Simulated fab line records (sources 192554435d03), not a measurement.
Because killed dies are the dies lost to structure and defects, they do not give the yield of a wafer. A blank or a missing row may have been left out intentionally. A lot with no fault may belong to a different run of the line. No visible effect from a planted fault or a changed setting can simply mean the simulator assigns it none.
Comparing a struck lot with a sound one	flow n5_finfet	16 steps out of a route of 1938
Sound: the wafers L348.2, L348.4, L348.6. Struck: wafer L337.4; the same lot's L337.3 was not struck, so it is left out; see the end for the cause.
Per side, at each step with rows, come the tool, then ch with its chambers, and then its first start. Under that, the readings that differ: sound wafers	struck wafers	difference of the means	sigmas: that difference in standard deviations of wafers without a fault.
alike: readings with means less than 2 such deviations apart, plus words and numbers identical on both sides. not compared: withheld readings, readings lacking a value on some wafer, bounds such as >300 that could conceal the same value, and numbers that have no deviation in the record and whose values overlap.
A row with sigmas, a row that says differs or no value, or rows on one side alone: a step with any of these is where the two part. When numbers do not overlap yet have no deviation, they are printed without sigmas and do not part them. Lack of a reading on every wafer of one side parts them only where that side has two or more wafers.

N5_BEOL_M3_DESCUM_33: chemistry O2, time 7 s.
  sound on rie_diel-03 ch 0,3, day 13 06:46; struck on rie_diel-01 ch 2, day 10 19:05
  alike: chamber_pressure_mTorr, drypump_motor_current_A, oes_product_au, rf_fwd_power_W, rf_vpp_V, showerhead_plenum_p_Torr, temp_c, throttle_valve_pct
  not compared: rf_hours_counter_h
N5_BEOL_M3_ETCH_77: etches underlayer in N2/H2, target depth 6.5 nm, time 5.2 s.
  sound on rie_diel-03 ch 0,3, day 13 06:47; struck on rie_diel-01 ch 2, day 10 19:07
  alike: chamber_pressure_mTorr, drypump_motor_current_A, etch_rf_on_time_s, oes_product_au, rf_fwd_power_W, rf_vpp_V, showerhead_plenum_p_Torr, throttle_valve_pct
  not compared: rf_hours_counter_h
then, 3 steps without rows for these wafers: N5_BEOL_M3_ETCH_69 (etches SiARC in CF4, target depth 15.6 nm, time 26 s); N5_BEOL_M3_ALD_98 (deposits SiO2, target thk 2.5 nm, pulse time 1 s, co reactant pulse time 1 s); N5_BEOL_M3_ETCHBACK_99 (etches SiO2 in CHF3, target depth 5 nm, time 10.4 s).
N5_BEOL_M3_ETCH_70: etches SOC in N2/H2, target depth 80 nm, overetch 16 nm, time 120 s.
  sound on rie_diel-01 ch 0,1,3, day 13 07:43; struck on rie_diel-01 ch 0, day 11 00:42
reading	sound	struck	difference	sigmas
chamber_pressure_mTorr (mTorr)	29.983 29.961 29.968	30.081	+0.110	+4
  alike: drypump_motor_current_A, oes_product_au, rf_fwd_power_W, rf_vpp_V, showerhead_plenum_p_Torr, temp_c, throttle_valve_pct
  not compared: rf_hours_counter_h
then, 2 steps without rows for these wafers: N5_BEOL_M3_STRIP_71 (strips in N2/H2); N5_BEOL_M3_STRIP_78 (strips in N2/H2).
N5_BEOL_M3_VIA_ETCH_34: etches the open film in C4F6/O2, target depth 69.4 nm, time 65.9 s.
  sound on rie_diel-01 ch 0,1,3, day 13 07:49; struck on rie_diel-01 ch 0, day 11 00:48
  alike: chamber_pressure_mTorr, drypump_motor_current_A, oes_product_au, rf_fwd_power_W, rf_vpp_V, showerhead_plenum_p_Torr, throttle_valve_pct
  not compared: rf_hours_counter_h
then, 1 step without rows for these wafers: N5_BEOL_M3_STRIP_83 (strips in C4F6/O2).
N5_BEOL_M3_STRIP_36: strips in N2/H2.
  sound on rie_diel-01 ch 0,1,3, day 13 07:53; struck on rie_diel-01 ch 0, day 11 00:52
reading	sound	struck	difference	sigmas
rf_vpp_V (V)	59.9 58.9 57.5	61.7	+2.9	+2
  alike: chamber_pressure_mTorr, drypump_motor_current_A, oes_product_au, showerhead_plenum_p_Torr, temp_c, throttle_valve_pct
  not compared: rf_hours_counter_h
then, 1 step without rows for these wafers: N5_BEOL_M3_TRENCH_ETCH_37 (etches SiOC in C4F6/O2, target depth 55.555 nm, time 29.2 s).
N5_BEOL_M3_ETCH_41: etches SiCN in CH3F/O2, target depth 29.9 nm, time 52.5 s.
  sound on rie_diel-01 ch 0,1,3, day 13 07:57; struck on rie_diel-01 ch 0, day 11 00:56
reading	sound	struck	difference	sigmas
model.etch.depth_nm (nm)	20.55 20.78 19.17	12.96	-7.21	
  alike: chamber_pressure_mTorr, drypump_motor_current_A, oes_product_au, rf_fwd_power_W, rf_vpp_V, showerhead_plenum_p_Torr, throttle_valve_pct
  not compared: rf_hours_counter_h
then, 1 step without rows for these wafers: N5_BEOL_M3_STRIP_97 (strips in N2/H2, time 10 s).
N5_BEOL_M4_RC_MEAS_101:
  sound on prober-01 ch 0, day 14 05:59; struck on prober-01 ch 0, day 11 21:11
  alike: DIBL_N, DIBL_P, IOFF_N, IOFF_P, ION_N, ION_P, SS_N, SS_P, VT_N, VT_P
-- the record jumps here: 5 days lie between the struck wafers' starts before and after (it left off in module BEOL_M4 and takes up again in module PASSIVATION, whose first step shown is number 1936 of the route) --
N5_PASSIVATION_PROBE_49:
  sound on prober-01, day 19 00:27; struck on prober-02, day 16 20:57
reading	sound	struck	difference	sigmas
defect_limited_yield (%)	87.9 87.3 90.6	92.7	+4.1	+3
killed_at_contacts	24 24 20	7	-16	-3
killed_at_front_end	57 69 32	28	-25	-2
killed_at_other	6 4 4	11	+6	+2
killed_dies	143 150 111	86	-49	-3
killed_open	101 108 86	61	-37	-3
sort_bin_5_function (%)	6.6 7.8 5.3	3.8	-2.8	-3
sort_bin_6_memory (%)	5.1 4.7 3.7	3.1	-1.4	-2
sort_n_pass	1037 1030 1069	1094	+49	+3
  alike: killed_at_M0_to_M3, killed_at_M4_up, killed_short, sort_bin_8_speed

WHERE THEY PART
Last at N5_PASSIVATION_PROBE_49 as far as this record goes, first at N5_BEOL_M3_ETCH_70.

WHY: the cause the simulator had injected
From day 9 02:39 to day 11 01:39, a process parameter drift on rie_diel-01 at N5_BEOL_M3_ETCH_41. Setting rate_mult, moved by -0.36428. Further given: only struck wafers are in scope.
